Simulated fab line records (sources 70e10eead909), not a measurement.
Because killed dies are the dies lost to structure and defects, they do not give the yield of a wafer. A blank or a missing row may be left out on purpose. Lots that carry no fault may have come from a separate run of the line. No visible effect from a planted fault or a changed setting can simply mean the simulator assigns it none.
fab line records -- flow nand_harc
record lots=24, wafers=72, last_day=24
route steps=1159 shown P_CONTACT@235 P_M0@274 P_M1@306 P_M2@341
lots with no fault: from the same line, run without faults
start_h: start of the lot's first displayed wafer, in hours after the record's first day -- wait_h: hours since the lot's step before -- " as in the row above -- L1.1+2: a single row standing in for several wafers -- - either no value or no given start -- * or withheld: withheld -- < > ~ a bound
route shown NAME@n: names a module that has steps shown in the file, with the first one's number in the route -- usual: mean/standard deviation taken from wafers without a fault -- same: alike in all rows -- chamber/n: place in a boat -- sites: each site's reading -- _std_site: their standard deviation -- _edge_site: mean of outer sites minus mean of inner sites -- radius_mm: for every site, how far away it sits from the centre of the wafer -- mask NAME#n: copy n -- behind: the last tool/chamber to shape the wafer -- hold: reason for holding the lot/hours on hold/outcome of the hold -- device: transistor that didn't switch, given as n, p or np -- end of line: at the end of the route, the tests of the same wafers -- for a step that has no rows: nothing shown but its recipe -- killed: count of dies lost to structure and defects at first sort (not the wafer's yield) -- map: a wafer's dies, x killed, . not, _ none there
set.NAME: setting as actually run; set.NAME@STEP: the setting as run at that earlier step -- model.NAME: the simulator's own value behind a step, which no gauge read
steps of the route over a sample of lots; a table a step, a row a wafer
services: when a tool's chamber went out of use (start_h, in hours from the record's first day, below 0 if earlier), for how many hours, and the reason
## steps
# step NHARC_P_CONTACT_DESCUM_17
# recipe time_s=3, o2_flow_sccm=200, ar_flow_sccm=0, bias_power_w=0, chemistry=O2
# usual chamber_pressure_mTorr=60.00/0.055, drypump_motor_current_A=5.6/0.4, oes_product_au=0.999/0.0068, rf_vpp_V=57.8/0.76, showerhead_plenum_p_Torr=1.91/0.07, throttle_valve_pct=11.312/0.0099
lot.wafer,tool,chamber,start_h,wait_h,chamber_pressure_mTorr,drypump_motor_current_A,oes_product_au,rf_hours_counter_h,rf_vpp_V,showerhead_plenum_p_Torr,throttle_valve_pct
L075.4,rie_diel-04,0,111.22,0.1,60.09,5.3,1.005,16,59.2,1.92,11.314
L075.3,rie_diel-04,1,111.22,0.1,59.94,5.0,1.001,18,57.7,1.94,11.315
L075.1,rie_diel-04,3,111.22,0.1,60.10,6.0,1.000,16,58.3,1.78,11.323
L074.1,rie_diel-13,3,112.81,0.1,59.91,6.0,1.006,1,58.7,1.96,11.295
L074.2,rie_diel-13,1,112.81,0.1,59.97,5.8,0.991,1,58.7,1.95,11.309
L074.3,rie_diel-13,2,112.81,0.1,60.03,5.3,1.003,1,56.5,1.83,11.309
L077.2,rie_diel-09,0,123.37,0.1,59.99,5.0,1.000,13,57.8,1.93,11.317
L077.5,rie_diel-09,3,123.37,0.1,60.10,5.5,0.998,-,57.5,1.78,11.315
L077.6,rie_diel-09,0,123.37,0.1,59.99,5.0,1.007,-,57.5,1.93,11.330
L076.3,rie_diel-04,3,123.68,0.1,59.95,6.0,1.001,0,56.9,1.78,11.309
L076.5,rie_diel-04,1,123.68,0.1,60.10,5.0,0.987,-,58.3,1.94,11.298
L076.6,rie_diel-04,2,123.68,0.1,60.04,6.1,0.987,-,58.3,1.99,11.308
L078.1,rie_diel-04,3,133.77,0.1,59.95,6.0,1.007,1,58.2,1.78,11.311
L078.4,rie_diel-04,1,133.77,0.1,60.03,5.0,0.988,-,58.0,1.94,11.312
L078.5,rie_diel-04,3,133.77,0.1,59.85,6.0,0.998,-,57.7,1.78,11.329
L079.3,rie_diel-04,1,135.71,0.1,59.97,5.0,1.000,1,57.5,1.94,11.318
L079.2,rie_diel-04,3,135.71,0.1,60.09,5.9,1.011,1,58.0,1.78,11.329
L079.4,rie_diel-04,1,135.71,0.1,59.96,5.0,1.003,-,57.9,1.94,11.326
L080.2,rie_diel-04,2,151.75,0.1,60.03,6.0,0.999,3,58.1,1.99,11.306
L080.4,rie_diel-04,3,151.75,0.1,59.88,6.0,1.000,3,57.6,1.78,11.313
L080.3,rie_diel-04,0,151.75,0.1,60.03,5.3,1.000,1,58.6,1.92,11.309
L081.1,rie_diel-04,1,152.89,0.1,60.02,5.0,0.996,3,57.6,1.94,11.296
L081.4,rie_diel-04,3,152.89,0.1,59.93,6.0,1.014,3,57.3,1.78,11.298
L081.2,rie_diel-04,0,152.89,0.1,60.05,5.3,0.996,2,57.5,1.92,11.304
L082.3,rie_diel-04,3,159.56,0.1,60.06,6.0,0.999,4,56.1,1.78,11.320
L082.2,rie_diel-04,1,159.56,0.1,60.02,5.0,0.993,4,57.4,1.94,11.317
L082.4,rie_diel-04,2,159.56,0.1,60.02,6.0,0.992,4,59.0,1.99,11.305
L083.2,rie_diel-13,3,165.81,0.1,60.04,6.0,1.004,4,59.0,1.96,11.309
L083.4,rie_diel-13,1,165.81,0.1,59.96,5.8,0.986,6,57.8,1.95,11.298
L083.1,rie_diel-13,2,165.81,0.1,59.97,5.3,0.998,6,56.4,1.83,11.309
L084.4,rie_diel-13,2,174.27,0.1,60.06,5.3,1.003,7,56.0,1.83,11.308
L084.2,rie_diel-13,0,174.27,0.1,60.00,5.5,1.009,6,57.8,1.96,11.292
L084.5,rie_diel-13,1,174.27,0.1,60.09,5.8,1.004,-,58.7,1.95,11.295
L086.4,rie_diel-04,0,186.79,0.1,60.06,5.3,0.990,6,56.9,1.92,11.317
L086.3,rie_diel-04,1,186.79,0.1,60.06,5.0,0.988,8,57.8,1.93,11.305
L086.6,rie_diel-04,1,186.79,0.1,60.04,5.0,1.005,-,58.0,1.93,11.317
L085.3,rie_diel-13,2,187.72,0.1,60.01,5.3,1.003,8,57.5,1.83,11.319
L085.1,rie_diel-13,3,187.72,0.1,59.98,6.0,1.010,6,58.3,1.96,11.315
L085.6,rie_diel-13,2,187.72,0.1,60.03,5.3,0.999,-,57.7,1.82,11.300
L088.2,rie_diel-13,3,189.04,0.1,59.99,6.0,1.000,7,57.1,1.96,11.317
L088.4,rie_diel-13,1,189.04,0.1,59.96,5.8,0.991,8,58.0,1.95,11.323
L088.5,rie_diel-13,3,189.04,0.1,59.88,6.0,1.001,-,59.0,1.96,11.303
L087.2,rie_diel-13,0,193.23,0.1,60.03,5.5,0.999,8,57.2,1.96,11.315
L087.4,rie_diel-13,2,193.23,0.1,60.06,5.3,1.007,9,57.6,1.82,11.314
L087.1,rie_diel-13,3,193.23,0.1,59.92,6.0,1.003,7,58.5,1.96,11.310
L089.4,rie_diel-04,3,200.18,0.1,60.06,6.0,1.018,7,57.2,1.78,11.319
L089.3,rie_diel-04,0,200.18,0.1,60.07,5.3,1.003,7,57.8,1.92,11.304
L089.2,rie_diel-04,1,200.18,0.1,59.97,5.0,0.998,9,57.7,1.93,11.324
L090.3,rie_diel-04,2,201.66,0.1,60.02,6.0,0.991,9,57.9,1.98,11.304
L090.5,rie_diel-04,3,201.66,0.1,60.00,6.0,0.998,-,58.0,1.78,11.309
L090.6,rie_diel-04,0,201.66,0.1,59.96,5.3,0.992,-,57.4,1.92,11.307
L092.1,rie_diel-13,2,213.91,0.1,59.96,5.2,0.990,10,57.2,1.82,11.320
L092.2,rie_diel-13,0,213.91,0.1,59.99,5.5,0.994,10,58.5,1.96,11.328
L092.6,rie_diel-13,2,213.91,0.1,59.94,5.3,0.991,-,56.0,1.82,11.336
L091.4,rie_diel-04,0,214.45,0.1,59.85,5.3,1.004,9,58.6,1.92,11.301
L091.3,rie_diel-04,2,214.45,0.1,60.00,6.1,0.999,10,56.6,1.98,11.302
L091.5,rie_diel-04,1,214.45,0.1,59.98,5.0,0.993,-,57.5,1.93,11.310
L093.4,rie_diel-09,1,218.65,0.1,60.10,4.9,1.010,51,58.0,1.90,11.315
L093.3,rie_diel-09,2,218.65,0.1,60.05,4.9,1.001,47,59.0,1.90,11.288
L093.5,rie_diel-09,3,218.65,0.1,59.97,5.5,1.001,-,58.7,1.77,11.305
L094.4,rie_diel-13,1,229.20,0.1,59.94,5.8,0.993,12,58.6,1.95,11.306
L094.3,rie_diel-13,3,229.20,0.1,60.01,6.0,0.992,10,56.7,1.96,11.302
L094.6,rie_diel-13,0,229.20,0.1,59.98,5.5,0.993,-,57.7,1.96,11.314
L095.1,rie_diel-04,1,233.95,0.1,60.00,5.0,0.999,12,57.9,1.93,11.319
L095.4,rie_diel-04,2,233.95,0.1,59.94,6.0,1.003,11,57.0,1.98,11.311
L095.6,rie_diel-04,0,233.95,0.1,59.99,5.4,1.018,-,57.4,1.92,11.293
L097.4,rie_diel-04,1,242.11,0.1,60.03,5.0,0.999,13,56.5,1.93,11.320
L097.1,rie_diel-04,2,242.11,0.1,60.04,6.0,0.990,12,58.3,1.98,11.303
L097.3,rie_diel-04,3,242.11,0.1,60.01,5.9,1.005,10,58.7,1.78,11.316
L096.3,rie_diel-13,1,242.45,0.1,59.99,5.8,0.995,14,58.0,1.95,11.314
L096.1,rie_diel-13,2,242.45,0.1,59.99,5.3,1.000,13,58.1,1.82,11.314
L096.4,rie_diel-13,0,242.45,0.1,60.11,5.5,0.997,13,57.5,1.96,11.305
# step NHARC_P_CONTACT_ALD_22
# recipe target_thk_a=30, pulse_time_s=1, ald_cycles=150, temp_c=450, material=TiN
# usual heater_power_w=1125/100, precursor_pulse_height_rel=0.998/0.018
lot.wafer,tool,chamber,start_h,wait_h,heater_power_w,precursor_pulse_height_rel
L075.4,ald_metal-02,1,113.10,-,1132,1.020
L075.1,ald_metal-02,2,113.10,-,1032,1.018
L075.3,ald_metal-02,0,113.10,-,960,0.975
L074.1,ald_metal-01,2,114.92,-,1077,0.990
L074.3,ald_metal-01,0,114.92,-,1106,0.997
L074.2,ald_metal-01,1,114.92,-,1031,1.011
L077.2,ald_metal-01,1,125.29,-,999,0.963
L077.6,ald_metal-01,2,125.29,-,1074,0.975
L077.5,ald_metal-01,3,125.29,-,1183,0.977
L076.3,ald_metal-04,0,125.54,-,1341,1.001
L076.5,ald_metal-04,1,125.54,-,1111,1.016
L076.6,ald_metal-04,2,125.54,-,1153,0.981
L078.1,ald_metal-02,2,135.75,-,1031,1.002
L078.4,ald_metal-02,3,135.75,-,1137,1.021
L078.5,ald_metal-02,2,135.75,-,1058,1.010
L079.2,ald_metal-04,3,137.73,-,1158,0.977
L079.3,ald_metal-04,0,137.73,-,1388,0.976
L079.4,ald_metal-04,2,137.73,-,1143,0.986
L080.3,ald_metal-02,0,153.59,-,941,1.009
L080.2,ald_metal-02,1,153.59,-,1137,0.997
L080.4,ald_metal-02,2,153.59,-,1043,0.994
L081.1,ald_metal-01,1,154.71,-,1019,0.984
L081.4,ald_metal-01,2,154.71,-,1065,0.993
L081.2,ald_metal-01,3,154.71,-,1178,1.013
L082.3,ald_metal-01,0,161.69,-,1127,0.998
L082.2,ald_metal-01,2,161.69,-,1030,0.998
L082.4,ald_metal-01,3,161.69,-,1182,1.016
L083.1,ald_metal-01,2,167.72,-,1058,0.994
L083.2,ald_metal-01,3,167.72,-,1171,0.956
L083.4,ald_metal-01,3,167.72,-,1154,0.986
L084.4,ald_metal-04,1,176.12,-,1150,0.959
L084.2,ald_metal-04,2,176.12,-,1142,0.999
L084.5,ald_metal-04,2,176.12,-,1148,1.001
L086.4,ald_metal-01,1,188.64,-,1000,0.992
L086.3,ald_metal-01,0,188.64,-,1082,1.039
L086.6,ald_metal-01,1,188.64,-,1001,1.008
L085.1,ald_metal-04,3,189.59,-,1156,1.017
L085.3,ald_metal-04,1,189.59,-,1124,0.976
L085.6,ald_metal-04,2,189.59,-,1121,0.992
L088.4,ald_metal-01,2,190.93,-,1073,1.012
L088.2,ald_metal-01,0,190.93,-,1109,0.990
L088.5,ald_metal-01,2,190.93,-,1070,0.995
L087.1,ald_metal-04,3,195.07,-,1151,0.983
L087.4,ald_metal-04,0,195.07,-,1370,0.999
L087.2,ald_metal-04,1,195.07,-,1144,1.011
L089.4,ald_metal-04,2,202.03,-,1157,1.012
L089.3,ald_metal-04,3,202.03,-,1143,0.961
L089.2,ald_metal-04,0,202.03,-,1409,0.992
L090.3,ald_metal-01,0,203.48,-,1089,0.969
L090.6,ald_metal-01,3,203.48,-,1184,0.990
L090.5,ald_metal-01,0,203.48,-,1112,0.966
L092.2,ald_metal-02,1,215.82,-,1117,0.992
L092.1,ald_metal-02,2,215.82,-,1051,1.012
L092.6,ald_metal-02,3,215.82,-,1122,1.007
L091.3,ald_metal-04,3,216.39,-,1163,1.014
L091.4,ald_metal-04,0,216.39,-,1379,1.003
L091.5,ald_metal-04,3,216.39,-,1157,1.030
L093.4,ald_metal-04,2,220.58,-,1143,0.977
L093.3,ald_metal-04,0,220.58,-,1405,1.025
L093.5,ald_metal-04,3,220.58,-,1127,1.015
L094.3,ald_metal-01,3,231.05,-,1224,0.996
L094.4,ald_metal-01,2,231.05,-,1053,1.015
L094.6,ald_metal-01,3,231.05,-,1191,0.976
L095.1,ald_metal-01,3,235.80,-,1183,0.994
L095.4,ald_metal-01,1,235.80,-,1041,0.985
L095.6,ald_metal-01,3,235.80,-,1188,1.014
L097.4,ald_metal-04,3,243.95,-,1178,0.982
L097.1,ald_metal-04,0,243.95,-,1337,0.997
L097.3,ald_metal-04,1,243.95,-,1250,1.018
L096.1,ald_metal-02,3,244.28,-,1145,1.020
L096.4,ald_metal-02,0,244.28,-,855,1.034
L096.3,ald_metal-02,2,244.28,-,1079,1.028
# step NHARC_P_M0_PVD_20
# recipe target_thk_a=50, bias_v=168.6, power_w=15000, chamber_pressure_pa=0.12, time_s=8.06, substrate_temp_c=50, material=TaN
# usual throttle_valve_pct=29.8/1.1
lot.wafer,tool,chamber,start_h,wait_h,throttle_valve_pct
L075.3,pvd_sputter-01,-,-,-,30.8
L075.1,pvd_sputter-01,-,-,-,30.2
L075.4,pvd_sputter-01,-,-,-,29.7
L074.3,pvd_sputter-01,-,-,-,29.9
L074.2,pvd_sputter-01,-,-,-,29.4
L074.1,pvd_sputter-01,-,-,-,27.3
L077.2,pvd_sputter-01,-,-,-,31.4
L077.6,pvd_sputter-01,-,-,-,31.3
L077.5,pvd_sputter-01,-,-,-,29.9
L076.3,pvd_sputter-03,-,-,-,30.3
L076.6,pvd_sputter-03,-,-,-,30.8
L076.5,pvd_sputter-03,-,-,-,28.9
L078.4,pvd_sputter-02,-,-,-,29.7
L078.1,pvd_sputter-02,-,-,-,31.1
L078.5,pvd_sputter-02,-,-,-,31.2
L079.2,pvd_sputter-01,-,-,-,31.4
L079.4,pvd_sputter-01,-,-,-,29.9
L079.3,pvd_sputter-01,-,-,-,29.4
L080.3,pvd_sputter-03,-,-,-,30.2
L080.2,pvd_sputter-03,-,-,-,31.2
L080.4,pvd_sputter-03,-,-,-,29.6
L081.1,pvd_sputter-03,-,-,-,29.6
L081.4,pvd_sputter-03,-,-,-,29.0
L081.2,pvd_sputter-03,-,-,-,30.8
L082.2,pvd_sputter-03,-,-,-,30.8
L082.3,pvd_sputter-03,-,-,-,30.4
L082.4,pvd_sputter-03,-,-,-,28.9
L083.1,pvd_sputter-03,-,-,-,28.8
L083.2,pvd_sputter-03,-,-,-,29.3
L083.4,pvd_sputter-03,-,-,-,30.4
L084.2,pvd_sputter-03,-,-,-,30.7
L084.4,pvd_sputter-03,-,-,-,30.7
L084.5,pvd_sputter-03,-,-,-,28.7
L086.3,pvd_sputter-01,-,-,-,27.4
L086.4,pvd_sputter-01,-,-,-,30.5
L086.6,pvd_sputter-01,-,-,-,27.5
L085.3,pvd_sputter-02,-,-,-,29.4
L085.1,pvd_sputter-02,-,-,-,31.1
L085.6,pvd_sputter-02,-,-,-,30.6
L088.4,pvd_sputter-03,-,-,-,29.5
L088.2,pvd_sputter-03,-,-,-,30.8
L088.5,pvd_sputter-03,-,-,-,30.4
L087.4,pvd_sputter-01,-,-,-,27.5
L087.2,pvd_sputter-01,-,-,-,30.5
L087.1,pvd_sputter-01,-,-,-,28.5
L089.3,pvd_sputter-03,-,-,-,28.6
L089.2,pvd_sputter-03,-,-,-,31.0
L089.4,pvd_sputter-03,-,-,-,30.5
L090.3,pvd_sputter-02,-,-,-,30.6
L090.6,pvd_sputter-02,-,-,-,30.3
L090.5,pvd_sputter-02,-,-,-,30.7
L092.2,pvd_sputter-01,-,-,-,29.7
L092.1,pvd_sputter-01,-,-,-,28.4
L092.6,pvd_sputter-01,-,-,-,30.6
L091.3,pvd_sputter-03,-,-,-,31.1
L091.4,pvd_sputter-03,-,-,-,29.3
L091.5,pvd_sputter-03,-,-,-,28.8
L093.4,pvd_sputter-03,-,-,-,29.5
L093.3,pvd_sputter-03,-,-,-,30.3
L093.5,pvd_sputter-03,-,-,-,29.2
L094.3,pvd_sputter-03,-,-,-,28.5
L094.4,pvd_sputter-03,-,-,-,31.0
L094.6,pvd_sputter-03,-,-,-,31.1
L095.4,pvd_sputter-01,-,-,-,27.5
L095.1,pvd_sputter-01,-,-,-,30.6
L095.6,pvd_sputter-01,-,-,-,27.3
L097.3,pvd_sputter-02,-,-,-,30.0
L097.4,pvd_sputter-02,-,-,-,29.8
L097.1,pvd_sputter-02,-,-,-,30.5
L096.1,pvd_sputter-03,-,-,-,30.7
L096.3,pvd_sputter-03,-,-,-,28.9
L096.4,pvd_sputter-03,-,-,-,31.0
# step NHARC_P_M0_DEP_32
# recipe target_thk_a=300, temp_c=370, target_thk_nm=30, pressure_torr=3, flow_sccm=200, rf_w=450, material=SiCN
# usual heater_power_w=551/78
lot.wafer,tool,chamber,start_h,wait_h,heater_power_w
L075.3,pecvd-02,2,119.13,0.1,440
L075.1,pecvd-02,0,119.13,0.1,499
L075.4,pecvd-02,2,119.13,0.1,460
L074.3,pecvd-02,2,124.44,0.1,518
L074.1,pecvd-02,0,124.44,0.1,540
L074.2,pecvd-02,1,124.44,0.1,552
L077.2,pecvd-02,2,135.54,0.1,508
L077.5,pecvd-02,1,135.54,0.1,584
L077.6,pecvd-02,2,135.54,0.1,500
L076.3,pecvd-01,1,136.09,0.1,698
L076.6,pecvd-01,1,136.09,0.1,689
L076.5,pecvd-01,2,136.09,0.1,424
L078.1,pecvd-03,0,140.82,0.1,585
L078.5,pecvd-03,0,140.82,0.1,572
L078.4,pecvd-03,1,140.82,0.1,602
L079.2,pecvd-03,0,142.71,0.1,581
L079.3,pecvd-03,1,142.71,0.1,552
L079.4,pecvd-03,1,142.71,0.1,565
L080.2,pecvd-03,0,161.85,0.1,653
L080.3,pecvd-03,1,161.85,0.1,536
L080.4,pecvd-03,2,161.85,0.1,446
L081.1,pecvd-03,0,162.49,0.1,559
L081.2,pecvd-03,1,162.49,0.1,621
L081.4,pecvd-03,2,162.49,0.1,467
L082.2,pecvd-02,2,167.03,0.1,506
L082.3,pecvd-02,0,167.03,0.1,514
L082.4,pecvd-02,2,167.03,0.1,534
L083.1,pecvd-03,2,175.62,0.1,435
L083.2,pecvd-03,1,175.62,0.1,523
L083.4,pecvd-03,0,175.62,0.1,634
L084.2,pecvd-01,2,181.13,0.1,446
L084.4,pecvd-01,2,181.13,0.1,441
L084.5,pecvd-01,1,181.13,0.1,680
L086.3,pecvd-03,1,198.07,0.1,638
L086.4,pecvd-03,2,198.07,0.1,491
L086.6,pecvd-03,1,198.07,0.1,636
L085.1,pecvd-03,1,198.43,0.1,591
L085.3,pecvd-03,2,198.43,0.1,503
L085.6,pecvd-03,2,198.43,0.1,483
L088.2,pecvd-01,1,199.20,0.1,687
L088.5,pecvd-01,1,199.20,0.1,701
L088.4,pecvd-01,2,199.20,0.1,463
L087.2,pecvd-03,1,200.28,0.1,654
L087.1,pecvd-03,0,200.28,0.1,617
L087.4,pecvd-03,0,200.28,0.1,589
L089.3,pecvd-01,2,207.06,0.1,497
L089.2,pecvd-01,1,207.06,0.1,610
L089.4,pecvd-01,0,207.06,0.1,603
L090.3,pecvd-03,1,208.50,0.1,572
L090.5,pecvd-03,1,208.50,0.1,581
L090.6,pecvd-03,2,208.50,0.1,450
L092.1,pecvd-02,0,228.42,0.1,457
L092.2,pecvd-02,1,228.42,0.1,656
L092.6,pecvd-02,2,228.42,0.1,477
L091.3,pecvd-01,0,228.82,0.1,566
L091.5,pecvd-01,1,228.82,0.1,614
L091.4,pecvd-01,2,228.82,0.1,473
L093.3,pecvd-02,2,230.53,0.1,590
L093.5,pecvd-02,2,230.53,0.1,597
L093.4,pecvd-02,0,230.53,0.1,475
L094.3,pecvd-03,2,238.52,0.1,443
L094.6,pecvd-03,0,238.52,0.1,620
L094.4,pecvd-03,2,238.52,0.1,453
L095.1,pecvd-02,1,245.38,0.1,659
L095.4,pecvd-02,0,245.38,0.1,446
L095.6,pecvd-02,2,245.38,0.1,550
L097.1,pecvd-02,2,249.39,0.1,569
L097.3,pecvd-02,1,249.39,0.1,677
L097.4,pecvd-02,1,249.39,0.1,667
L096.1,pecvd-03,2,249.60,0.1,429
L096.3,pecvd-03,0,249.60,0.1,551
L096.4,pecvd-03,1,249.60,0.1,537
# step NHARC_P_M1_PRE_CLEAN_30
# recipe time_s=30, temp_c=280, gas=H2/He
# usual heater_power_w=397/25
lot.wafer,tool,chamber,start_h,wait_h,heater_power_w
L075.4,pvd_sputter-01,-,-,-,367
L075.3,pvd_sputter-01,-,-,-,367
L075.1,pvd_sputter-01,-,-,-,384
L074.2,pvd_sputter-03,-,-,-,402
L074.1,pvd_sputter-03,-,-,-,433
L074.3,pvd_sputter-03,-,-,-,425
L077.2,pvd_sputter-03,-,-,-,407
L077.6,pvd_sputter-03,-,-,-,431
L077.5,pvd_sputter-03,-,-,-,407
L076.3,pvd_sputter-02,-,-,-,386
L076.5,pvd_sputter-02,-,-,-,382
L076.6,pvd_sputter-02,-,-,-,390
L078.1,pvd_sputter-01,-,-,-,362
L078.4,pvd_sputter-01,-,-,-,393
L078.5,pvd_sputter-01,-,-,-,360
L079.3,pvd_sputter-03,-,-,-,419
L079.4,pvd_sputter-03,-,-,-,406
L079.2,pvd_sputter-03,-,-,-,415
L080.3,pvd_sputter-02,-,-,-,374
L080.4,pvd_sputter-02,-,-,-,382
L080.2,pvd_sputter-02,-,-,-,393
L081.4,pvd_sputter-03,-,-,-,424
L081.1,pvd_sputter-03,-,-,-,414
L081.2,pvd_sputter-03,-,-,-,418
L082.2,pvd_sputter-03,-,-,-,418
L082.4,pvd_sputter-03,-,-,-,405
L082.3,pvd_sputter-03,-,-,-,412
L083.1,pvd_sputter-03,-,-,-,417
L083.2,pvd_sputter-03,-,-,-,427
L083.4,pvd_sputter-03,-,-,-,399
L084.4,pvd_sputter-02,-,-,-,375
L084.2,pvd_sputter-02,-,-,-,386
L084.5,pvd_sputter-02,-,-,-,377
L086.4,pvd_sputter-01,-,-,-,394
L086.3,pvd_sputter-01,-,-,-,363
L086.6,pvd_sputter-01,-,-,-,401
L085.1,pvd_sputter-02,-,-,-,382
L085.3,pvd_sputter-02,-,-,-,378
L085.6,pvd_sputter-02,-,-,-,393
L088.4,pvd_sputter-01,-,-,-,401
L088.2,pvd_sputter-01,-,-,-,371
L088.5,pvd_sputter-01,-,-,-,368
L087.4,pvd_sputter-02,-,-,-,361
L087.2,pvd_sputter-02,-,-,-,388
L087.1,pvd_sputter-02,-,-,-,382
L089.4,pvd_sputter-01,-,-,-,442
L089.2,pvd_sputter-01,-,-,-,370
L089.3,pvd_sputter-01,-,-,-,397
L090.3,pvd_sputter-03,-,-,-,418
L090.6,pvd_sputter-03,-,-,-,412
L090.5,pvd_sputter-03,-,-,-,424
L092.1,pvd_sputter-01,-,-,-,442
L092.2,pvd_sputter-01,-,-,-,362
L092.6,pvd_sputter-01,-,-,-,423
L091.4,pvd_sputter-02,-,-,-,353
L091.3,pvd_sputter-02,-,-,-,396
L091.5,pvd_sputter-02,-,-,-,383
L093.3,pvd_sputter-01,-,-,-,359
L093.4,pvd_sputter-01,-,-,-,396
L093.5,pvd_sputter-01,-,-,-,369
L094.4,pvd_sputter-02,-,-,-,399
L094.3,pvd_sputter-02,-,-,-,394
L094.6,pvd_sputter-02,-,-,-,385
L095.1,pvd_sputter-01,-,-,-,367
L095.4,pvd_sputter-01,-,-,-,366
L095.6,pvd_sputter-01,-,-,-,372
L097.1,pvd_sputter-01,-,-,-,407
L097.3,pvd_sputter-01,-,-,-,374
L097.4,pvd_sputter-01,-,-,-,433
L096.4,pvd_sputter-03,-,-,-,417
L096.1,pvd_sputter-03,-,-,-,418
L096.3,pvd_sputter-03,-,-,-,395
# step NHARC_P_M2_PVD_21
# recipe target_thk_a=300, chamber_pressure_pa=5, power_w=5000, substrate_temp_c=30, time_s=20.49, material=Cu
# usual throttle_valve_pct=29.7/1.1
lot.wafer,tool,chamber,start_h,wait_h,throttle_valve_pct
L075.3,pvd_sputter-03,-,-,-,29.5
L075.4,pvd_sputter-03,-,-,-,30.4
L075.1,pvd_sputter-03,-,-,-,28.9
L074.2,pvd_sputter-01,-,-,-,27.4
L074.3,pvd_sputter-01,-,-,-,29.8
L074.1,pvd_sputter-01,-,-,-,29.6
L077.2,pvd_sputter-03,-,-,-,28.7
L077.5,pvd_sputter-03,-,-,-,29.5
L077.6,pvd_sputter-03,-,-,-,30.3
L076.3,pvd_sputter-02,-,-,-,29.7
L076.5,pvd_sputter-02,-,-,-,30.9
L076.6,pvd_sputter-02,-,-,-,30.5
L078.1,pvd_sputter-01,-,-,-,30.0
L078.4,pvd_sputter-01,-,-,-,31.1
L078.5,pvd_sputter-01,-,-,-,29.4
L079.4,pvd_sputter-03,-,-,-,30.1
L079.3,pvd_sputter-03,-,-,-,28.8
L079.2,pvd_sputter-03,-,-,-,31.1
L080.3,pvd_sputter-01,-,-,-,30.5
L080.4,pvd_sputter-01,-,-,-,28.4
L080.2,pvd_sputter-01,-,-,-,27.4
L081.4,pvd_sputter-01,-,-,-,27.4
L081.1,pvd_sputter-01,-,-,-,29.6
L081.2,pvd_sputter-01,-,-,-,28.5
L082.4,pvd_sputter-01,-,-,-,30.4
L082.3,pvd_sputter-01,-,-,-,28.5
L082.2,pvd_sputter-01,-,-,-,27.4
L083.4,pvd_sputter-01,-,-,-,30.5
L083.2,pvd_sputter-01,-,-,-,29.7
L083.1,pvd_sputter-01,-,-,-,27.3
L084.2,pvd_sputter-02,-,-,-,30.5
L084.4,pvd_sputter-02,-,-,-,29.1
L084.5,pvd_sputter-02,-,-,-,30.2
L086.3,pvd_sputter-02,-,-,-,30.3
L086.4,pvd_sputter-02,-,-,-,29.5
L086.6,pvd_sputter-02,-,-,-,30.8
L085.3,pvd_sputter-01,-,-,-,30.5
L085.1,pvd_sputter-01,-,-,-,29.7
L085.6,pvd_sputter-01,-,-,-,30.7
L088.2,pvd_sputter-02,-,-,-,31.2
L088.4,pvd_sputter-02,-,-,-,30.6
L088.5,pvd_sputter-02,-,-,-,31.2
L087.1,pvd_sputter-01,-,-,-,28.5
L087.2,pvd_sputter-01,-,-,-,27.5
L087.4,pvd_sputter-01,-,-,-,30.7
L089.2,pvd_sputter-02,-,-,-,30.4
L089.4,pvd_sputter-02,-,-,-,29.5
L089.3,pvd_sputter-02,-,-,-,31.2
L090.3,pvd_sputter-01,-,-,-,30.8
L090.5,pvd_sputter-01,-,-,-,30.7
L090.6,pvd_sputter-01,-,-,-,29.6
L092.1,pvd_sputter-02,-,-,-,31.0
L092.2,pvd_sputter-02,-,-,-,30.0
L092.6,pvd_sputter-02,-,-,-,30.7
L091.4,pvd_sputter-02,-,-,-,30.9
L091.3,pvd_sputter-02,-,-,-,30.2
L091.5,pvd_sputter-02,-,-,-,30.0
L093.3,pvd_sputter-03,-,-,-,30.2
L093.4,pvd_sputter-03,-,-,-,29.4
L093.5,pvd_sputter-03,-,-,-,28.7
L094.3,pvd_sputter-02,-,-,-,30.0
L094.4,pvd_sputter-02,-,-,-,30.5
L094.6,pvd_sputter-02,-,-,-,30.1
L095.1,pvd_sputter-03,-,-,-,29.2
L095.4,pvd_sputter-03,-,-,-,28.6
L095.6,pvd_sputter-03,-,-,-,30.2
L097.4,pvd_sputter-01,-,-,-,28.5
L097.3,pvd_sputter-01,-,-,-,27.4
L097.1,pvd_sputter-01,-,-,-,29.4
L096.3,pvd_sputter-01,-,-,-,27.2
L096.1,pvd_sputter-01,-,-,-,30.9
L096.4,pvd_sputter-01,-,-,-,28.3
## services
tool,chamber,start_h,hours,kind
pecvd-03,0,89.28,6.4,repair
pvd_sputter-02,-,92.15,3.7,repair
rie_diel-13,-,99.00,9.0,pm
ald_metal-01,-,102.00,10.0,pm
pvd_sputter-03,-,102.00,10.0,pm
pecvd-03,-,111.58,13.0,pm
rie_diel-04,-,111.90,9.0,pm
rie_diel-13,-,113.22,1.3,repair
rie_diel-13,3,120.60,16.8,repair
rie_diel-04,0,128.57,15.5,repair
ald_metal-04,1,146.54,24.4,repair
pecvd-02,-,153.00,13.0,pm
pvd_sputter-01,-,158.05,10.0,pm
ald_metal-01,1,160.13,10.1,repair
pvd_sputter-03,-,162.06,2.9,repair
rie_diel-04,3,167.13,13.6,repair
pecvd-02,-,191.04,1.7,repair
rie_diel-04,-,205.11,3.9,repair
pvd_sputter-02,-,214.00,10.0,pm
rie_diel-04,2,214.75,5.5,repair
pvd_sputter-03,-,221.09,3.8,repair
ald_metal-04,-,228.00,10.0,pm
rie_diel-04,2,236.48,1.3,repair
pvd_sputter-02,-,252.03,16.4,repair
## key
fault none
